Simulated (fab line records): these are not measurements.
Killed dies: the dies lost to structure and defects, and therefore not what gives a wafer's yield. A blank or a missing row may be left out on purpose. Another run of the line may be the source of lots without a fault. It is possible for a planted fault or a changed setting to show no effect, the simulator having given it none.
fab line records / flow nand_harc
record: lots: 6 wafers: 18 last_day: 33
route steps=1302 shown P_GATE@155
lots that met no fault: from a run of the same line without faults
start_h: hours from the record's opening day to when the first of the lot's shown wafers began / wait_h: how many hours have passed since the lot's step before this one / " the same as in the row above / L1.1+2: one row covering several wafers at once / - value missing, or start not given / * or withheld: withheld / < > ~ a bound
route shown NAME@n: a module of which the file shows steps, and the number in the route of the first / usual: mean/standard deviation taken from wafers without a fault / same: alike in all rows / chamber/n: place in a boat / sites: readings site by site / _std_site: the values' standard deviation / _edge_site: the outer-site mean with the inner-site mean subtracted / radius_mm: how far each site lies from the wafer's centre / mask NAME#n: copy n / behind: tool/chamber where the wafer was last shaped / hold: why the lot went on hold/how many hours it stayed there/how the hold came to an end / device: whichever transistor did not switch (one of n, p or np) / end of line: the tests these same wafers got at the end of their route / a step with no rows: only its recipe / killed: not the wafer's yield, but the dies lost to structure and defects at the first sort / map: shows each die of a wafer: x if killed, . if not, _ if none is there
set.NAME: the setting that was run; set.NAME@STEP: the one run at that earlier step / model.NAME: the simulator's own value behind a step, which no gauge read
lots seen at some steps along the route; tables by step, rows by wafer
services: when a tool's chamber went out of use (start_h, in hours from the record's first day, below 0 if earlier), for how many hours, and the reason
== steps ==
step: NHARC_P_GATE_ALD_36
recipe: target_thk_a: 200 pulse_time_s: 60 ald_cycles: 223 temp_c: 400 material: SiNx
usual: heater_power_w: 803/80 precursor_pulse_height_rel: 1.002/0.019
lot.wafer=L594.3 tool=ald_sin-02 chamber=0 start_h=113.38 wait_h=- heater_power_w=819 precursor_pulse_height_rel=0.992
lot.wafer=L594.2 tool=ald_sin-02 chamber=2 start_h=115.47 wait_h=- heater_power_w=760 precursor_pulse_height_rel=1.007
lot.wafer=L594.6 tool=ald_sin-02 chamber=1 start_h=118.60 wait_h=- heater_power_w=869 precursor_pulse_height_rel=1.009
lot.wafer=L605.3 tool=ald_sin-02 chamber=1 start_h=225.94 wait_h=- heater_power_w=891 precursor_pulse_height_rel=0.968
lot.wafer=L605.4 tool=ald_sin-02 chamber=2 start_h=227.01 wait_h=- heater_power_w=729 precursor_pulse_height_rel=1.016
lot.wafer=L605.5 tool=ald_sin-02 chamber=2 start_h=231.28 wait_h=- heater_power_w=730 precursor_pulse_height_rel=0.983
lot.wafer=L607.1 tool=ald_sin-03 chamber=2 start_h=245.91 wait_h=- heater_power_w=741 precursor_pulse_height_rel=0.990
lot.wafer=L607.3 tool=ald_sin-03 chamber=0 start_h=248.71 wait_h=- heater_power_w=676 precursor_pulse_height_rel=1.000
lot.wafer=L607.5 tool=ald_sin-03 chamber=2 start_h=250.11 wait_h=- heater_power_w=728 precursor_pulse_height_rel=1.023
lot.wafer=L608.4 tool=ald_sin-02 chamber=0 start_h=258.28 wait_h=- heater_power_w=766 precursor_pulse_height_rel=0.996
lot.wafer=L608.6 tool=ald_sin-02 chamber=0 start_h=262.45 wait_h=- heater_power_w=805 precursor_pulse_height_rel=1.011
lot.wafer=L608.5 tool=ald_sin-02 chamber=1 start_h=263.50 wait_h=- heater_power_w=883 precursor_pulse_height_rel=1.037
lot.wafer=L614.4 tool=ald_sin-02 chamber=2 start_h=316.73 wait_h=- heater_power_w=695 precursor_pulse_height_rel=0.996
lot.wafer=L614.3 tool=ald_sin-02 chamber=0 start_h=318.86 wait_h=- heater_power_w=803 precursor_pulse_height_rel=0.983
lot.wafer=L614.6 tool=ald_sin-02 chamber=3 start_h=322.05 wait_h=- heater_power_w=845 precursor_pulse_height_rel=1.025
lot.wafer=L615.2 tool=ald_sin-04 chamber=2 start_h=330.21 wait_h=- heater_power_w=780 precursor_pulse_height_rel=1.007
lot.wafer=L615.5 tool=ald_sin-04 chamber=2 start_h=334.35 wait_h=- heater_power_w=804 precursor_pulse_height_rel=0.973
lot.wafer=L615.6 tool=ald_sin-04 chamber=3 start_h=335.38 wait_h=- heater_power_w=875 precursor_pulse_height_rel=0.997
step: NHARC_P_GATE_ETCHBACK_37
recipe: target_depth_a: 345 time_s: 17.2 chf3_flow_sccm: 50 o2_flow_sccm: 10 ar_flow_sccm: 200 rf_w: 500 bias_w: 200 chemistry: CHF3/O2
usual: bias_w: 200.1/0.6 drypump_motor_current_A: 6.1/0.35 oes_product_au: 0.938/0.027 rf_vpp_V: 370.2/2.6 showerhead_plenum_p_Torr: 2.38/0.11 throttle_valve_pct: 20.573/0.0095
same: time_s: 17.2
lot.wafer=L594.3 tool=rie_diel-06 chamber=3 start_h=- wait_h=- bias_w=200.5 drypump_motor_current_A=5.5 oes_product_au=0.927 rf_hours_counter_h=9.6 rf_vpp_V=366.8 showerhead_plenum_p_Torr=2.27 throttle_valve_pct=20.567
lot.wafer=L594.2 tool=rie_diel-06 chamber=0 start_h=- wait_h=- bias_w=200.4 drypump_motor_current_A=5.9 oes_product_au=0.944 rf_hours_counter_h=9.0 rf_vpp_V=368.4 showerhead_plenum_p_Torr=2.27 throttle_valve_pct=20.594
lot.wafer=L594.6 tool=rie_diel-06 chamber=2 start_h=- wait_h=- bias_w=198.7 drypump_motor_current_A=5.8 oes_product_au=0.982 rf_hours_counter_h=- rf_vpp_V=366.5 showerhead_plenum_p_Torr=2.28 throttle_valve_pct=20.578
lot.wafer=L605.3 tool=rie_diel-12 chamber=1 start_h=- wait_h=- bias_w=200.7 drypump_motor_current_A=6.1 oes_product_au=0.928 rf_hours_counter_h=6.4 rf_vpp_V=370.0 showerhead_plenum_p_Torr=2.38 throttle_valve_pct=20.567
lot.wafer=L605.4 tool=rie_diel-12 chamber=2 start_h=- wait_h=- bias_w=200.5 drypump_motor_current_A=6.6 oes_product_au=0.919 rf_hours_counter_h=8.5 rf_vpp_V=368.3 showerhead_plenum_p_Torr=2.32 throttle_valve_pct=20.557
lot.wafer=L605.5 tool=rie_diel-12 chamber=3 start_h=- wait_h=- bias_w=199.8 drypump_motor_current_A=6.4 oes_product_au=0.917 rf_hours_counter_h=- rf_vpp_V=372.6 showerhead_plenum_p_Torr=2.49 throttle_valve_pct=20.565
lot.wafer=L607.3 tool=rie_diel-06 chamber=1 start_h=- wait_h=- bias_w=199.9 drypump_motor_current_A=5.7 oes_product_au=0.932 rf_hours_counter_h=6.5 rf_vpp_V=366.4 showerhead_plenum_p_Torr=2.25 throttle_valve_pct=20.572
lot.wafer=L607.1 tool=rie_diel-06 chamber=2 start_h=- wait_h=- bias_w=200.2 drypump_motor_current_A=5.8 oes_product_au=0.938 rf_hours_counter_h=5.8 rf_vpp_V=368.7 showerhead_plenum_p_Torr=2.28 throttle_valve_pct=20.570
lot.wafer=L607.5 tool=rie_diel-06 chamber=3 start_h=- wait_h=- bias_w=199.6 drypump_motor_current_A=5.5 oes_product_au=0.934 rf_hours_counter_h=- rf_vpp_V=367.9 showerhead_plenum_p_Torr=2.27 throttle_valve_pct=20.565
lot.wafer=L608.4 tool=rie_diel-12 chamber=0 start_h=- wait_h=- bias_w=200.4 drypump_motor_current_A=5.9 oes_product_au=0.932 rf_hours_counter_h=9.5 rf_vpp_V=374.4 showerhead_plenum_p_Torr=2.54 throttle_valve_pct=20.566
lot.wafer=L608.5 tool=rie_diel-12 chamber=3 start_h=- wait_h=- bias_w=200.3 drypump_motor_current_A=6.4 oes_product_au=0.932 rf_hours_counter_h=- rf_vpp_V=372.8 showerhead_plenum_p_Torr=2.49 throttle_valve_pct=20.567
lot.wafer=L608.6 tool=rie_diel-12 chamber=0 start_h=- wait_h=- bias_w=201.3 drypump_motor_current_A=5.9 oes_product_au=0.933 rf_hours_counter_h=- rf_vpp_V=373.5 showerhead_plenum_p_Torr=2.54 throttle_valve_pct=20.583
lot.wafer=L614.3 tool=rie_diel-01 chamber=0 start_h=- wait_h=- bias_w=200.7 drypump_motor_current_A=5.8 oes_product_au=0.933 rf_hours_counter_h=6.5 rf_vpp_V=368.0 showerhead_plenum_p_Torr=2.29 throttle_valve_pct=20.558
lot.wafer=L614.4 tool=rie_diel-01 chamber=1 start_h=- wait_h=- bias_w=199.1 drypump_motor_current_A=6.7 oes_product_au=0.918 rf_hours_counter_h=5.2 rf_vpp_V=366.1 showerhead_plenum_p_Torr=2.26 throttle_valve_pct=20.576
lot.wafer=L614.6 tool=rie_diel-01 chamber=3 start_h=- wait_h=- bias_w=199.1 drypump_motor_current_A=5.7 oes_product_au=0.921 rf_hours_counter_h=- rf_vpp_V=374.8 showerhead_plenum_p_Torr=2.55 throttle_valve_pct=20.565
lot.wafer=L615.2 tool=rie_diel-01 chamber=1 start_h=- wait_h=- bias_w=199.4 drypump_motor_current_A=6.7 oes_product_au=0.918 rf_hours_counter_h=5.6 rf_vpp_V=367.0 showerhead_plenum_p_Torr=2.26 throttle_valve_pct=20.562
lot.wafer=L615.5 tool=rie_diel-01 chamber=1 start_h=- wait_h=- bias_w=199.5 drypump_motor_current_A=6.7 oes_product_au=0.933 rf_hours_counter_h=- rf_vpp_V=366.1 showerhead_plenum_p_Torr=2.26 throttle_valve_pct=20.581
lot.wafer=L615.6 tool=rie_diel-01 chamber=2 start_h=- wait_h=- bias_w=199.3 drypump_motor_current_A=5.9 oes_product_au=0.916 rf_hours_counter_h=- rf_vpp_V=365.8 showerhead_plenum_p_Torr=2.24 throttle_valve_pct=20.579
step: NHARC_P_GATE_STRIP_101
recipe: time_s: 20 o2_flow_sccm: 500 ar_flow_sccm: 0 bias_w: 0 chemistry: O2
usual: drypump_motor_current_A: 6.1/0.37 oes_product_au: 0.998/0.0094 rf_vpp_V: 57.8/0.86 showerhead_plenum_p_Torr: 3.49/0.16 throttle_valve_pct: 17.036/0.0093
same: bias_w: 0 time_s: 20
lot.wafer=L594.3 tool=rie_diel-06 chamber=1 start_h=122.92 wait_h=0.1 drypump_motor_current_A=5.7 oes_product_au=1.002 rf_hours_counter_h=9.8 rf_vpp_V=58.0 showerhead_plenum_p_Torr=3.31 throttle_valve_pct=17.038
lot.wafer=L594.2 tool=rie_diel-06 chamber=2 start_h=122.92 wait_h=0.1 drypump_motor_current_A=5.8 oes_product_au=0.982 rf_hours_counter_h=9.8 rf_vpp_V=57.1 showerhead_plenum_p_Torr=3.35 throttle_valve_pct=17.027
lot.wafer=L594.6 tool=rie_diel-06 chamber=0 start_h=122.92 wait_h=0.1 drypump_motor_current_A=5.9 oes_product_au=1.032 rf_hours_counter_h=- rf_vpp_V=57.3 showerhead_plenum_p_Torr=3.35 throttle_valve_pct=17.037
lot.wafer=L605.4 tool=rie_diel-12 chamber=3 start_h=235.61 wait_h=0.1 drypump_motor_current_A=6.4 oes_product_au=1.004 rf_hours_counter_h=8.3 rf_vpp_V=60.1 showerhead_plenum_p_Torr=3.66 throttle_valve_pct=17.029
lot.wafer=L605.3 tool=rie_diel-12 chamber=1 start_h=235.61 wait_h=0.1 drypump_motor_current_A=6.0 oes_product_au=1.005 rf_hours_counter_h=6.4 rf_vpp_V=57.0 showerhead_plenum_p_Torr=3.50 throttle_valve_pct=17.028
lot.wafer=L605.5 tool=rie_diel-12 chamber=2 start_h=235.61 wait_h=0.1 drypump_motor_current_A=6.6 oes_product_au=0.991 rf_hours_counter_h=- rf_vpp_V=58.5 showerhead_plenum_p_Torr=3.41 throttle_valve_pct=17.046
lot.wafer=L607.3 tool=rie_diel-06 chamber=2 start_h=257.57 wait_h=0.1 drypump_motor_current_A=5.9 oes_product_au=0.996 rf_hours_counter_h=5.8 rf_vpp_V=57.5 showerhead_plenum_p_Torr=3.35 throttle_valve_pct=17.040
lot.wafer=L607.1 tool=rie_diel-06 chamber=1 start_h=257.57 wait_h=0.1 drypump_motor_current_A=5.7 oes_product_au=0.989 rf_hours_counter_h=6.5 rf_vpp_V=57.6 showerhead_plenum_p_Torr=3.31 throttle_valve_pct=17.042
lot.wafer=L607.5 tool=rie_diel-06 chamber=2 start_h=257.57 wait_h=0.1 drypump_motor_current_A=5.9 oes_product_au=0.992 rf_hours_counter_h=- rf_vpp_V=57.2 showerhead_plenum_p_Torr=3.35 throttle_valve_pct=17.042
lot.wafer=L608.4 tool=rie_diel-12 chamber=0 start_h=267.82 wait_h=0.1 drypump_motor_current_A=5.9 oes_product_au=0.989 rf_hours_counter_h=9.5 rf_vpp_V=58.1 showerhead_plenum_p_Torr=3.73 throttle_valve_pct=17.024
lot.wafer=L608.5 tool=rie_diel-12 chamber=1 start_h=267.82 wait_h=0.1 drypump_motor_current_A=6.0 oes_product_au=0.989 rf_hours_counter_h=- rf_vpp_V=56.9 showerhead_plenum_p_Torr=3.50 throttle_valve_pct=17.032
lot.wafer=L608.6 tool=rie_diel-12 chamber=2 start_h=267.82 wait_h=0.1 drypump_motor_current_A=6.6 oes_product_au=0.995 rf_hours_counter_h=- rf_vpp_V=57.6 showerhead_plenum_p_Torr=3.41 throttle_valve_pct=17.038
lot.wafer=L614.4 tool=rie_diel-01 chamber=1 start_h=326.38 wait_h=0.1 drypump_motor_current_A=6.7 oes_product_au=1.008 rf_hours_counter_h=5.2 rf_vpp_V=57.7 showerhead_plenum_p_Torr=3.32 throttle_valve_pct=17.039
lot.wafer=L614.3 tool=rie_diel-01 chamber=0 start_h=326.38 wait_h=0.1 drypump_motor_current_A=5.8 oes_product_au=1.009 rf_hours_counter_h=6.5 rf_vpp_V=58.4 showerhead_plenum_p_Torr=3.37 throttle_valve_pct=17.049
lot.wafer=L614.6 tool=rie_diel-01 chamber=2 start_h=326.38 wait_h=0.1 drypump_motor_current_A=5.9 oes_product_au=0.995 rf_hours_counter_h=- rf_vpp_V=56.3 showerhead_plenum_p_Torr=3.30 throttle_valve_pct=17.030
lot.wafer=L615.2 tool=rie_diel-01 chamber=1 start_h=339.70 wait_h=0.1 drypump_motor_current_A=6.7 oes_product_au=0.992 rf_hours_counter_h=5.6 rf_vpp_V=58.6 showerhead_plenum_p_Torr=3.32 throttle_valve_pct=17.034
lot.wafer=L615.5 tool=rie_diel-01 chamber=2 start_h=339.70 wait_h=0.1 drypump_motor_current_A=5.9 oes_product_au=0.988 rf_hours_counter_h=- rf_vpp_V=57.5 showerhead_plenum_p_Torr=3.30 throttle_valve_pct=17.060
lot.wafer=L615.6 tool=rie_diel-01 chamber=3 start_h=339.70 wait_h=0.1 drypump_motor_current_A=5.6 oes_product_au=0.987 rf_hours_counter_h=- rf_vpp_V=57.3 showerhead_plenum_p_Torr=3.74 throttle_valve_pct=17.036
step: NHARC_P_GATE_PRECLEAN_97
recipe: time_s: 600 temp_c: 120 chemistry: SPM
step: NHARC_P_GATE_SRD_98
step: NHARC_P_GATE_PRECLEAN_99
recipe: time_s: * temp_c: 50 bath_age_min: 0 chemistry: SC1
step: NHARC_P_GATE_SRD_100
step: NHARC_P_GATE_DEHYDRATE_38
recipe: temp_c: 150 time_s: 120
step: NHARC_P_GATE_HMDS_39
recipe: time_s: 30
step: NHARC_P_GATE_COAT_40
recipe: spin_rpm: 3000
step: NHARC_P_GATE_SOFTBAKE_41
recipe: temp_c: 122 time_s: 95
step: NHARC_P_GATE_EBR_42
step: NHARC_P_GATE_EXPOSE_43
recipe: na: 0.6 target_cd_nm: 720 dose_mj: 14.81 mask_id: P_NSD
usual: exposure_dose_mJ_cm2: 14.806/0.015 focus_offset_nm: 0.0/0.56
lot.wafer=L594.2 tool=krf_scanner-01 chamber=0 start_h=123.55 wait_h=- mask=P_NSD#0 exposure_dose_mJ_cm2=14.785 focus_offset_nm=-0.3
lot.wafer=L594.3 tool=krf_scanner-01 chamber=0 start_h=123.55 wait_h=- mask=P_NSD#0 exposure_dose_mJ_cm2=14.782 focus_offset_nm=-0.7
lot.wafer=L594.6 tool=krf_scanner-01 chamber=0 start_h=123.55 wait_h=- mask=P_NSD#0 exposure_dose_mJ_cm2=14.772 focus_offset_nm=-0.9
lot.wafer=L605.3 tool=krf_scanner-01 chamber=0 start_h=236.39 wait_h=- mask=P_NSD#0 exposure_dose_mJ_cm2=14.801 focus_offset_nm=-1.0
lot.wafer=L605.4 tool=krf_scanner-01 chamber=0 start_h=236.39 wait_h=- mask=P_NSD#0 exposure_dose_mJ_cm2=14.829 focus_offset_nm=0.2
lot.wafer=L605.5 tool=krf_scanner-01 chamber=0 start_h=236.39 wait_h=- mask=P_NSD#0 exposure_dose_mJ_cm2=14.803 focus_offset_nm=0.0
lot.wafer=L607.1 tool=krf_scanner-02 chamber=- start_h=258.21 wait_h=- mask=P_NSD#0 exposure_dose_mJ_cm2=- focus_offset_nm=-
lot.wafer=L607.3 tool=krf_scanner-02 chamber=- start_h=258.21 wait_h=- mask=P_NSD#0 exposure_dose_mJ_cm2=- focus_offset_nm=-
lot.wafer=L607.5 tool=krf_scanner-02 chamber=- start_h=258.21 wait_h=- mask=P_NSD#0 exposure_dose_mJ_cm2=- focus_offset_nm=-
lot.wafer=L608.4 tool=krf_scanner-01 chamber=- start_h=268.59 wait_h=- mask=P_NSD#0 exposure_dose_mJ_cm2=- focus_offset_nm=-
lot.wafer=L608.5 tool=krf_scanner-01 chamber=- start_h=268.59 wait_h=- mask=P_NSD#0 exposure_dose_mJ_cm2=- focus_offset_nm=-
lot.wafer=L608.6 tool=krf_scanner-01 chamber=- start_h=268.59 wait_h=- mask=P_NSD#0 exposure_dose_mJ_cm2=- focus_offset_nm=-
lot.wafer=L614.3 tool=krf_scanner-02 chamber=0 start_h=327.03 wait_h=- mask=P_NSD#0 exposure_dose_mJ_cm2=14.800 focus_offset_nm=0.0
lot.wafer=L614.4 tool=krf_scanner-02 chamber=0 start_h=327.03 wait_h=- mask=P_NSD#0 exposure_dose_mJ_cm2=14.804 focus_offset_nm=0.1
lot.wafer=L614.6 tool=krf_scanner-02 chamber=0 start_h=327.03 wait_h=- mask=P_NSD#0 exposure_dose_mJ_cm2=14.809 focus_offset_nm=-0.5
lot.wafer=L615.2 tool=krf_scanner-02 chamber=0 start_h=340.34 wait_h=- mask=P_NSD#0 exposure_dose_mJ_cm2=14.815 focus_offset_nm=0.9
lot.wafer=L615.5 tool=krf_scanner-02 chamber=0 start_h=340.34 wait_h=- mask=P_NSD#0 exposure_dose_mJ_cm2=14.808 focus_offset_nm=0.2
lot.wafer=L615.6 tool=krf_scanner-02 chamber=0 start_h=340.34 wait_h=- mask=P_NSD#0 exposure_dose_mJ_cm2=14.788 focus_offset_nm=1.3
step: NHARC_P_GATE_PEB_44
recipe: peb_temp_c: 118 peb_time_s: 85
== services ==
tool=rie_diel-06 chamber=2 start_h=89.93 hours=10.7 kind=repair
tool=rie_diel-12 chamber=- start_h=91.42 hours=9.0 kind=pm
tool=rie_diel-01 chamber=2 start_h=101.90 hours=10.0 kind=repair
tool=rie_diel-12 chamber=- start_h=103.63 hours=0.5 kind=repair
tool=rie_diel-01 chamber=2 start_h=114.98 hours=3.0 kind=repair
tool=rie_diel-12 chamber=3 start_h=121.60 hours=6.9 kind=repair
tool=ald_sin-02 chamber=- start_h=127.55 hours=10.0 kind=pm
tool=rie_diel-06 chamber=- start_h=130.20 hours=9.0 kind=pm
tool=rie_diel-01 chamber=2 start_h=138.35 hours=6.4 kind=repair
tool=rie_diel-06 chamber=1 start_h=150.16 hours=4.8 kind=repair
tool=ald_sin-02 chamber=2 start_h=160.25 hours=4.4 kind=repair
tool=rie_diel-01 chamber=- start_h=169.46 hours=1.3 kind=repair
tool=ald_sin-02 chamber=3 start_h=178.12 hours=3.2 kind=repair
tool=rie_diel-06 chamber=2 start_h=203.48 hours=2.3 kind=repair
tool=rie_diel-01 chamber=- start_h=203.80 hours=9.0 kind=pm
tool=rie_diel-06 chamber=3 start_h=227.20 hours=5.2 kind=repair
tool=rie_diel-01 chamber=2 start_h=231.36 hours=18.8 kind=repair
tool=rie_diel-01 chamber=- start_h=239.27 hours=0.7 kind=repair
tool=rie_diel-01 chamber=1 start_h=240.66 hours=5.5 kind=repair
tool=rie_diel-01 chamber=- start_h=254.04 hours=0.7 kind=repair
tool=rie_diel-12 chamber=- start_h=268.42 hours=9.0 kind=pm
tool=rie_diel-01 chamber=3 start_h=270.46 hours=5.8 kind=repair
tool=ald_sin-02 chamber=1 start_h=281.79 hours=5.2 kind=repair
tool=rie_diel-12 chamber=2 start_h=296.80 hours=3.3 kind=repair
== key ==
first_sign: step: NHARC_P_GATE_EXPOSE_43 reading: tool_record direction: missing
effect none on later readings
met_at NHARC_P_GATE_EXPOSE_43
struck_wafers L607.1,L607.3,L607.5,L608.4,L608.5,L608.6
later_rows_left_out L607.1,L607.3,L607.5,L608.4,L608.5,L608.6
sort_left_out L607.1,L607.3,L607.5,L608.4,L608.5,L608.6
tester_left_out L607,L608
onset_between 236.39 258.21
fault: kind: skipped_step_whole tool: krf_scanner-01,krf_scanner-02 chamber: - onset_h: 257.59 steps: NHARC_P_GATE_EXPOSE_43 scope: struck_lots_only
tester_left_out: of these lots the tester's yield and bins aren't shown, on N5 and GAA mostly nor the transistor test; their killed dies are dies lost to structure and defects alone, not to doping, threshold or leakage, so they don't give the yield
sort_left_out: the simulated sort isn't trusted on such a fault, so these wafers' sort isn't shown, and their yield isn't known
later_rows_left_out: the simulator's readings of these wafers behind a module that went badly wrong aren't trusted and aren't shown, but for the sort
